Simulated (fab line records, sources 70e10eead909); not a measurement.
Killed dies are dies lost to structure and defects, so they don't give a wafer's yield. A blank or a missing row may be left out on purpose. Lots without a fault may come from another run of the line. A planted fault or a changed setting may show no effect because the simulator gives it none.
Chamber matching | flow nand_harc | NHARC_A_SLIT_ETCH_24 on rie_diel-13: 4 sister chambers
The step etches the open film in CF4/CHF3, target depth 121 nm, time 60.5 s. 8 wafers are shown with their chamber, then 7 later ones without.

WAFERS WITH THEIR CHAMBER
wafer  | chamber | drypump_motor_current_A (A) | rf_vpp_V (V)
L766.2 | 2       | 5.4                         | 374.1
L772.1 | 2       | 5.5                         | 374.7
L772.2 | 3       | 6.1                         | 367.6
L772.4 | 1       | 6.3                         | 374.3
L770.2 | 1       | 6.3                         | 374.2
L770.6 | 0       | 5.4                         | 372.1
L782.1 | 0       | 5.4                         | 371.0
L782.4 | 3       | 6.1                         | 367.6

WAFERS WITHOUT THEIR CHAMBER
wafer  | drypump_motor_current_A (A) | rf_vpp_V (V)
L782.6 | 6.3                         | 373.6
L783.1 | 5.4                         | 372.2
L783.3 | 6.3                         | 373.6
L783.4 | 6.1                         | 367.3
L787.2 | 6.1                         | 367.2
L787.4 | 5.4                         | 374.5
L787.5 | 6.3                         | 373.5

WHICH CHAMBER EACH WENT THROUGH
wafer  | from the rows above | in truth
L782.6 | 1                   | 1
L783.1 | 0                   | 0
L783.3 | 1                   | 1
L783.4 | 3                   | 3
L787.2 | 3                   | 3
L787.4 | 2                   | 2
L787.5 | 1                   | 1
Placed correctly: 7 of 7. Can't be placed from these rows: 0. Placed wrongly: 0.
How it was worked out, from the rows above alone: a wafer's distance from a chamber is the root of the sum, over the readings, of the square of ((its reading less the chamber's mean) divided by the reading's scatter). The wafer belongs to the nearest chamber; if the next one is less than 2 further off, it can't be placed. A chamber's mean is the mean of its shown wafers. The scatter: the root of (the sum of the squares of (reading less its chamber's mean) over the shown wafers, divided by (wafers less chambers)).
